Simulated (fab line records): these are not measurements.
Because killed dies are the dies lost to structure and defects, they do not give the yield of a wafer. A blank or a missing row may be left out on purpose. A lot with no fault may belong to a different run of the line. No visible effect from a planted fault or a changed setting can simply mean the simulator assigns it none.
Problem report, 8D (eight disciplines) form, completed by code	flow n5_finfet	the parts of the form that need people (team, actions taken, sign-off) are left out

## 1. THE ISSUE
At N5_BEOL_M14_CMP_49, barrier_field_endpoint_s averages 12.95 s over 3 wafers from 2 lots, while fault-free wafers read 11.31 s, standard deviation 0.27. That is +6.1 standard deviations from the usual mean.
The step: polishes, stops on SiO2, t overpolish 5.2 s, target thk 560 nm.
Earliest sighting: wafer L897.2 on cmp-02 at day 13 16:46. Wafers with a number at this step in the record: 28, from 10 lots. The rule behind "out" and "out of limits": a value lying over 4 standard deviations away from the usual mean. All remaining wafers that have a number are taken as sound.

## 2. WHAT IT IS AND WHAT IT IS NOT
question	is	is not
which readings at this step	barrier_field_endpoint_s	clearing_platen_down_force_psi, edge_zone_pressure_frac, motor_current_A, platen_rpm, retaining_ring_pressure_frac
which lots	L897, L899	L893, L895, L898, L905, L907, L908, L909, L913
which wafers of those lots	L897.2, L897.6, L899.6	L899.3
read on which tools	cmp-01, cmp-02	cmp-04
when	from day 13 16:46	up to then (9 sound wafers); but 16 sound wafers of L899, L905, L907, L908, L909, L913 came after

## 3. THE SUSPECTS, EACH WITH WHAT RULES IT OUT
Counting: any tool at a process step up to the reading remains a suspect provided it ran every lot that is out. Sound lots after the first of them don't rule it out here, since some wafers of a struck lot are sound.
- pvd_sputter-01 at N5_BEOL_M14_SPUTTER_43 (material TaN, target thk 15 nm, time 24.19 s): kept. It processed each lot that is out (first: L897, day 13 15:58); up to then, its last sound lot is L895 (day 12 16:20).
- rtp_anneal-02 at N5_BEOL_M14_ANNEAL_48 (time 90 s): kept. It processed each lot that is out (first: L897, day 13 16:28); up to then, its last sound lot is L898 (day 13 03:17).
Remaining after the count are pvd_sputter-01 at N5_BEOL_M14_SPUTTER_43 and rtp_anneal-02 at N5_BEOL_M14_ANNEAL_48.

## 4. THE CAUSE (what the simulator had put in)
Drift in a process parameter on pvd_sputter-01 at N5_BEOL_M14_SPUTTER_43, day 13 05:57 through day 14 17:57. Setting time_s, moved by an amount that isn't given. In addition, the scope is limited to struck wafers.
Counting leaves 2 suspects; this tool is one of them.

## 5. THE CHAIN OF EFFECTS, in route order
Each row: a reading where the mean over the struck wafers with a number is more than 3 standard deviations away from the usual. Readings are gone through only where the record gives a usual standard deviation; hours: the median, over the lots, of the time from a lot's start at the first step in this table giving one to that lot's start at this step; sigmas: the change measured in usual standard deviations.
hours	step	reading	usual	on struck wafers	change	sigmas
0	N5_BEOL_M14_CMP_49	barrier_field_endpoint_s	11.31 s	12.95	+1.64	+6.1
The process steps in it:
- N5_BEOL_M14_CMP_49: polishes, stops on SiO2, t overpolish 5.2 s, target thk 560 nm.

## 6. WHAT WOULD HAVE CAUGHT IT SOONER
First out-of-limits reading in this record: day 13 16:46, which is 11 hours after fault onset at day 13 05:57.
An alarm limit of 4 standard deviations would not have fired on the tool readings at N5_BEOL_M14_SPUTTER_43 for which the record gives a usual standard deviation, since none of them was out on any struck wafer.
Among the 2 lots that are out, L899 began N5_BEOL_M14_SPUTTER_43 on pvd_sputter-01 after day 13 16:46. Holding the tool at that time would have saved it.
